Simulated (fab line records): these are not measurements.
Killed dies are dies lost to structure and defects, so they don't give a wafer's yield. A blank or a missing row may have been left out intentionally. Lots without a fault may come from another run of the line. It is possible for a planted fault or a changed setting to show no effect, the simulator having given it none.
fab line records -- flow n5Finfet
record: lots: 7, wafers: 39
route steps=1938 shown DUMMY_GATE@228 MOL_CONTACT_COAG@538
startH: hours from the record's first day to the start of the lot's first wafer shown -- waitH: how many hours have passed since the lot's step before this one -- " unchanged from the row above -- L1.1+2: one row covering several wafers at once -- - no value, or no start was given -- * or withheld: withheld -- < > ~ a bound
route shown NAME@n: a module of which the file shows steps, and the number in the route of the first -- usual: mean and standard deviation over wafers with no fault -- same: alike in all rows -- chamber/n: place in a boat -- sites: the reading at each site -- _std_site: standard deviation across them -- _edge_site: inner sites' mean taken away from outer sites' mean -- radiusMm: for every site, how far away it sits from the centre of the wafer -- mask NAME#n: copy n -- behind: tool/chamber where the wafer was last shaped -- hold: why the lot was held/for how many hours/how that ended -- device: whichever transistor did not switch (one of n, p or np) -- end of line: the same wafers' tests at the end of the route -- a step with no rows: only its recipe -- killed: count of dies lost to structure and defects at first sort (not the wafer's yield) -- map: per-die view of a wafer (x killed, . not killed, _ where there is no die)
set.NAME: the setting that was run; set.NAME@STEP: the one run at that earlier step -- model.NAME: the simulator's own value behind a step, which no gauge read
lots where settings were altered on purpose, with a table for each step and a row for each wafer
== steps ==
step: N5_DUMMY_GATE_EXPOSE_12
recipe: maskId: GATE, na: 0.33, sourceShape: annular, sigmaInner: 0.2, sigmaOuter: 0.6, polarization: unpolarized, targetCdNm: 25, doseMj: 34
lot.wafer,tool,chamber,startH,waitH,mask,set.doseMj
L078.1+2+3,euvScanner-01,0,70.32,-,GATE#0,36.66
L078.4+5+6,euvScanner-01,0,70.32,-,GATE#0,34
L081.1+4+5,euvScanner-02,0,91.61,-,GATE#0,31.81
L081.2+3+6,euvScanner-02,0,91.61,-,GATE#0,34
L087.1+2+3+4+5+6,euvScanner-02,0,126.30,-,GATE#0,34
L088.1+2+3+4+5+6,euvScanner-01,0,130.62,-,GATE#0,34
L091.1+5+6,euvScanner-01,0,147.33,-,GATE#0,34
L095.1+3+6,euvScanner-01,0,172.66,-,GATE#0,32.68
L095.2+4+5,euvScanner-01,0,172.66,-,GATE#0,34
L097.1+2+3+4+5+6,euvScanner-02,0,187.44,-,GATE#0,34
step: N5_DUMMY_GATE_PEB_13
recipe: pebTempC: 100, pebTimeS: 60, resist: CAR-EUV
step: N5_DUMMY_GATE_DEVELOP_14
recipe: developTimeS: 30, developer: TMAH, resist: CAR-EUV, rinseLiquid: surfactantRinse, dry: airSpin, devTempC: 23
step: N5_DUMMY_GATE_CD_MEAS_15
recipe: targetCdNm: 25.8, landingEnergyEv: 500, detector: seInlens
usual: cdNm: 25.00/0.24
lot.wafer,tool,chamber,startH,waitH,set.doseMj@DUMMY_GATE_EXPOSE_12,cdNm
L078.1,cdSem-02,0,70.44,-,36.66,23.83
L078.2,cdSem-02,0,70.44,-,36.66,23.79
L078.3,cdSem-02,0,70.44,-,36.66,23.60
L078.4,cdSem-02,0,70.44,-,34,24.83
L078.5,cdSem-02,0,70.44,-,34,25.10
L078.6,cdSem-02,0,70.44,-,34,24.94
L081.1,cdSem-02,0,91.74,-,31.81,26.65
L081.2,cdSem-02,0,91.74,-,34,25.33
L081.3,cdSem-02,0,91.74,-,34,25.04
L081.4,cdSem-02,0,91.74,-,31.81,26.47
L081.5,cdSem-02,0,91.74,-,31.81,26.16
L081.6,cdSem-02,0,91.74,-,34,25.33
L087.1,cdSem-03,0,126.43,-,34,24.85
L087.2,cdSem-03,0,126.43,-,34,24.87
L087.3,cdSem-03,0,126.43,-,34,25.08
L087.4,cdSem-03,0,126.43,-,34,25.00
L087.5,cdSem-03,0,126.43,-,34,25.26
L087.6,cdSem-03,0,126.43,-,34,24.64
L088.1,cdSem-03,0,130.75,-,34,24.67
L088.2,cdSem-03,0,130.75,-,34,25.44
L088.3,cdSem-03,0,130.75,-,34,25.01
L088.4,cdSem-03,0,130.75,-,34,25.10
L088.5,cdSem-03,0,130.75,-,34,24.95
L088.6,cdSem-03,0,130.75,-,34,25.00
L091.1,cdSem-03,0,147.45,-,34,25.48
L091.5,cdSem-03,0,147.45,-,34,25.07
L091.6,cdSem-03,0,147.45,-,34,25.09
L095.1,cdSem-02,0,172.79,-,32.68,25.39
L095.2,cdSem-02,0,172.79,-,34,25.26
L095.3,cdSem-02,0,172.79,-,32.68,25.41
L095.4,cdSem-02,0,172.79,-,34,24.94
L095.5,cdSem-02,0,172.79,-,34,24.88
L095.6,cdSem-02,0,172.79,-,32.68,25.64
L097.1,cdSem-01,0,187.57,-,34,25.30
L097.2,cdSem-01,0,187.57,-,34,24.99
L097.3,cdSem-01,0,187.57,-,34,25.01
L097.4,cdSem-01,0,187.57,-,34,24.70
L097.5,cdSem-01,0,187.57,-,34,25.46
L097.6,cdSem-01,0,187.57,-,34,25.37
step: N5_DUMMY_GATE_STRIP_38
recipe: chemistry: N2/H2, tempC: 40, n2FlowSccm: 200, h2FlowSccm: 200, rfFrequencyHz: 6e+07
step: N5_DUMMY_GATE_STRIP_39
recipe: chemistry: N2/H2, tempC: 40, n2FlowSccm: 200, h2FlowSccm: 200, rfFrequencyHz: 6e+07
step: N5_DUMMY_GATE_TRIM_49
recipe: chemistry: O2, resist: SOC, timeS: 29, targetCdNm: 14, sourcePowerW: 300, biasPowerW: 0, O2_flow_sccm: 100, tempC: 20
lot.wafer,tool,chamber,startH,waitH,set.doseMj@DUMMY_GATE_EXPOSE_12,model.DUMMY_GATE.cdNm
L078.1+3,rieSi-06,"2,0",71.23,0.0,36.66,12.8
L078.2,rieSi-06,1,71.23,0.0,36.66,13
L078.4,rieSi-06,3,71.23,0.0,34,13.8
L078.5,rieSi-06,2,71.23,0.0,34,14.2
L078.6,rieSi-06,3,71.23,0.0,34,14
L081.1+5,rieSi-01,"0,1",92.27,0.0,31.81,15.4
L081.2+3,rieSi-01,"3,1",92.27,0.0,34,14.2
L081.4,rieSi-01,2,92.27,0.0,31.81,15.6
L081.6,rieSi-01,2,92.27,0.0,34,14.4
L087.1+6,rieSi-06,0,126.79,0.0,34,14
L087.2+4,rieSi-06,"2,1",126.79,0.0,34,13.8
L087.3,rieSi-06,1,126.79,0.0,34,14.4
L087.5,rieSi-06,2,126.79,0.0,34,14.2
L088.1+5+6,rieSi-05,"0,0,3",131.23,0.0,34,14
L088.2+4,rieSi-05,"2,3",131.23,0.0,34,14.2
L088.3,rieSi-05,1,131.23,0.0,34,13.6
L091.1,rieSi-01,0,147.81,0.0,34,14.2
L091.5,rieSi-01,0,147.81,0.0,34,13.8
L091.6,rieSi-01,2,147.81,0.0,34,14.6
L095.1+3,rieSi-05,"0,3",173.15,0.0,32.68,15
L095.2,rieSi-05,2,173.15,0.0,34,14.6
L095.4+5,rieSi-05,1,173.15,0.0,34,14
L095.6,rieSi-05,2,173.15,0.0,32.68,15.2
L097.1+5,rieSi-01,"0,1",187.93,0.0,34,14
L097.2+6,rieSi-01,"1,2",187.93,0.0,34,14.4
L097.3,rieSi-01,2,187.93,0.0,34,14.6
L097.4,rieSi-01,3,187.93,0.0,34,13.8
step: N5_DUMMY_GATE_ETCH_32
recipe: chemistry: CF4, target: SiO2, targetDepthA: 35, timeS: 3.9, ionEnergyEv: 350, pressureMtorr: 10, icpW: 800, biasW: 400, cf4FlowSccm: 80
lot.wafer,tool,chamber,startH,waitH,set.timeS,model.etch.depthNm
L078.1,rieSi-01,0,71.75,0.1,4.159,3.842
L078.2,rieSi-01,3,71.75,0.1,3.9,3.558
L078.3,rieSi-01,2,71.75,0.1,3.9,3.459
L078.4,rieSi-01,1,71.75,0.1,3.9,3.447
L078.5,rieSi-01,0,71.75,0.1,4.159,3.836
L078.6,rieSi-01,3,71.75,0.1,4.159,3.777
L081.1,rieSi-05,2,92.94,0.1,4.698,4.147
L081.2,rieSi-05,1,92.94,0.1,3.9,3.581
L081.3,rieSi-05,0,92.94,0.1,3.9,3.355
L081.4,rieSi-05,3,92.94,0.1,3.9,3.523
L081.5,rieSi-05,0,92.94,0.1,4.698,4.044
L081.6,rieSi-05,1,92.94,0.1,4.698,4.323
L087.1,rieSi-05,3,127.24,0.1,3.9,3.532
L087.2,rieSi-05,0,127.24,0.1,3.9,3.35
L087.3,rieSi-05,2,127.24,0.1,3.9,3.44
L087.4,rieSi-05,1,127.24,0.1,4.279,3.948
L087.5,rieSi-05,3,127.24,0.1,4.279,3.855
L087.6,rieSi-05,0,127.24,0.1,4.279,3.693
L088.1,rieSi-05,0,131.82,0.1,3.014,2.609
L088.2,rieSi-05,1,131.82,0.1,3.014,2.775
L088.3,rieSi-05,2,131.82,0.1,3.9,3.432
L088.4,rieSi-05,3,131.82,0.1,3.014,2.714
L088.5,rieSi-05,3,131.82,0.1,3.9,3.542
L088.6,rieSi-05,0,131.82,0.1,3.9,3.351
L091.1,rieSi-05,3,148.26,0.1,3.9,3.548
L091.5,rieSi-05,3,148.26,0.1,3.9,3.531
L091.6,rieSi-05,2,148.26,0.1,3.9,3.45
L095.1,rieSi-05,3,173.60,0.1,4.836,4.352
L095.2,rieSi-05,0,173.60,0.1,3.9,3.339
L095.3,rieSi-05,1,173.60,0.1,4.836,4.426
L095.4,rieSi-05,2,173.60,0.1,3.9,3.449
L095.5,rieSi-05,3,173.60,0.1,4.836,4.419
L095.6,rieSi-05,0,173.60,0.1,3.9,3.359
L097.1,rieSi-05,3,188.37,0.1,4.481,4.043
L097.2,rieSi-05,1,188.37,0.1,4.481,4.096
L097.3,rieSi-05,0,188.37,0.1,3.9,3.371
L097.4,rieSi-05,2,188.37,0.1,3.9,3.435
L097.5,rieSi-05,0,188.37,0.1,4.481,3.875
L097.6,rieSi-05,3,188.37,0.1,3.9,3.521
step: N5_DUMMY_GATE_ETCH_42
recipe: chemistry: CHF3/O2, target: SiO2, targetDepthA: 35, timeS: 31, ionEnergyEv: 30, biasW: 12, pressureMtorr: 30, sourceW: 600, Ar_flow_sccm: 200, CHF3_flow_sccm: 50, O2_flow_sccm: 5
usual: rfVppV: 42.5/1.1
lot.wafer,tool,chamber,startH,waitH,set.biasW,rfVppV
L078.1,rieDiel-05,2,72.00,0.0,12,43.8
L078.2,rieDiel-05,1,72.00,0.0,12,43.4
L078.3,rieDiel-05,3,72.00,0.0,11.07,40.4
L078.4,rieDiel-05,0,72.00,0.0,11.07,41.5
L078.5,rieDiel-05,3,72.00,0.0,11.07,41.1
L078.6,rieDiel-05,2,72.00,0.0,12,44.2
L081.1,rieDiel-06,2,93.19,0.0,13.19,45.2
L081.2,rieDiel-06,1,93.19,0.0,12,40.6
L081.3,rieDiel-06,3,93.19,0.0,13.19,45.6
L081.4,rieDiel-06,0,93.19,0.0,12,42.2
L081.5,rieDiel-06,1,93.19,0.0,13.19,44.3
L081.6,rieDiel-06,2,93.19,0.0,12,42.2
L087.1,rieDiel-05,2,127.49,0.0,12,42.4
L087.2,rieDiel-05,3,127.49,0.0,12,42.3
L087.3,rieDiel-05,0,127.49,0.0,10.01,37.4
L087.4,rieDiel-05,1,127.49,0.0,10.01,38.7
L087.5,rieDiel-05,3,127.49,0.0,10.01,35.6
L087.6,rieDiel-05,0,127.49,0.0,12,42.6
L088.1,rieDiel-06,0,132.07,0.0,11.07,41.3
L088.2,rieDiel-06,3,132.07,0.0,12,42.8
L088.3,rieDiel-06,2,132.07,0.0,11.07,39.5
L088.4,rieDiel-06,0,132.07,0.0,12,40.9
L088.5,rieDiel-06,3,132.07,0.0,11.07,39.6
L088.6,rieDiel-06,2,132.07,0.0,12,41.5
L091.1,rieDiel-06,0,148.50,0.0,12,42.1
L091.5,rieDiel-06,3,148.50,0.0,12,40.8
L091.6,rieDiel-06,2,148.50,0.0,12,43.2
L095.1,rieDiel-05,2,174.12,0.3,12,43.1
L095.2,rieDiel-05,3,174.12,0.3,12,42.4
L095.3,rieDiel-05,0,174.12,0.3,12,43.1
L095.4,rieDiel-05,1,174.12,0.3,12,44.0
L095.5,rieDiel-05,2,174.12,0.3,12,42.3
L095.6,rieDiel-05,1,174.12,0.3,12,43.9
L097.1,rieDiel-06,2,188.62,0.0,9.711,34.9
L097.2,rieDiel-06,0,188.62,0.0,12,42.4
L097.3,rieDiel-06,3,188.62,0.0,9.711,35.5
L097.4,rieDiel-06,2,188.62,0.0,9.711,36.0
L097.5,rieDiel-06,3,188.62,0.0,12,42.2
L097.6,rieDiel-06,0,188.62,0.0,12,42.2
step: N5_MOL_CONTACT_COAG_ETCH_110
recipe: chemistry: CF4/O2, target: Si, targetDepthA: 25, timeS: 8, pressureMtorr: 100, sourceW: 200, biasW: 12, ionEnergyEv: 60, Ar_flow_sccm: 100, cf4FlowSccm: 100, O2_flow_sccm: 10
usual: rfVppV: 129.5/2.7
lot.wafer,tool,chamber,startH,waitH,set.biasW,rfVppV
L078.1,rieDiel-03,0,111.71,0.0,12,131.5
L078.2,rieDiel-03,1,111.71,0.0,12,129.6
L078.3,rieDiel-03,2,111.71,0.0,12,134.5
L078.4,rieDiel-03,3,111.71,0.0,12,126.3
L078.5,rieDiel-03,2,111.71,0.0,12,132.7
L078.6,rieDiel-03,1,111.71,0.0,12,130.6
L081.1,rieDiel-03,3,134.80,0.0,12,125.0
L081.2,rieDiel-03,0,134.80,0.0,13.34,144.2
L081.3,rieDiel-03,2,134.80,0.0,13.34,146.0
L081.4,rieDiel-03,0,134.80,0.0,12,131.0
L081.5,rieDiel-03,3,134.80,0.0,12,128.1
L081.6,rieDiel-03,2,134.80,0.0,13.34,147.4
L087.1,rieDiel-02,2,167.04,0.0,14.06,143.4
L087.2,rieDiel-02,3,167.04,0.0,12,130.4
L087.3,rieDiel-02,0,167.04,0.0,12,128.2
L087.4,rieDiel-02,0,167.04,0.0,14.06,145.5
L087.5,rieDiel-02,2,167.04,0.0,14.06,144.2
L087.6,rieDiel-02,3,167.04,0.0,12,129.8
L088.1,rieDiel-03,3,172.39,0.0,11.21,118.4
L088.2,rieDiel-03,2,172.39,0.0,12,133.5
L088.3,rieDiel-03,1,172.39,0.0,11.21,123.6
L088.4,rieDiel-03,1,172.39,0.0,12,132.0
L088.5,rieDiel-03,2,172.39,0.0,12,132.9
L088.6,rieDiel-03,3,172.39,0.0,11.21,117.5
L091.1,rieDiel-03,2,188.63,0.0,12,134.9
L091.5,rieDiel-03,2,188.63,0.0,12,133.3
L091.6,rieDiel-03,1,188.63,0.0,12,130.8
L095.1,rieDiel-04,2,215.70,0.0,10.75,116.5
L095.2,rieDiel-04,0,215.70,0.0,12,129.5
L095.3,rieDiel-04,3,215.70,0.0,12,128.1
L095.4,rieDiel-04,1,215.70,0.0,10.75,120.0
L095.5,rieDiel-04,0,215.70,0.0,12,128.6
L095.6,rieDiel-04,1,215.70,0.0,10.75,119.2
L097.1,rieDiel-02,3,229.08,0.0,12,130.6
L097.2,rieDiel-02,1,229.08,0.0,14.25,147.6
L097.3,rieDiel-02,2,229.08,0.0,14.25,143.2
L097.4,rieDiel-02,0,229.08,0.0,12,128.4
L097.5,rieDiel-02,0,229.08,0.0,14.25,146.3
L097.6,rieDiel-02,3,229.08,0.0,12,130.0
== key ==
split: step: N5_DUMMY_GATE_EXPOSE_12, setting: doseMj, stated: 34, by: wafer
response: step: N5_DUMMY_GATE_CD_MEAS_15, reading: cdNm, change: -0.161, per: 1%, r: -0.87
response: step: N5_DUMMY_GATE_TRIM_49, reading: model.DUMMY_GATE.cdNm, change: -0.169, per: 1%, r: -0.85
split: step: N5_DUMMY_GATE_ETCH_32, setting: timeS, stated: 3.9, by: wafer
response: step: N5_DUMMY_GATE_ETCH_32, reading: model.etch.depthNm, change: +0.0372, per: 1%, r: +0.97
split: step: N5_DUMMY_GATE_ETCH_42, setting: biasW, stated: 12, by: wafer
response: step: N5_DUMMY_GATE_ETCH_42, reading: rfVppV, change: +0.331, per: 1%, r: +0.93
split: step: N5_MOL_CONTACT_COAG_ETCH_110, setting: biasW, stated: 12, by: wafer
response: step: N5_MOL_CONTACT_COAG_ETCH_110, reading: rfVppV, change: +1.03, per: 1%, r: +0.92
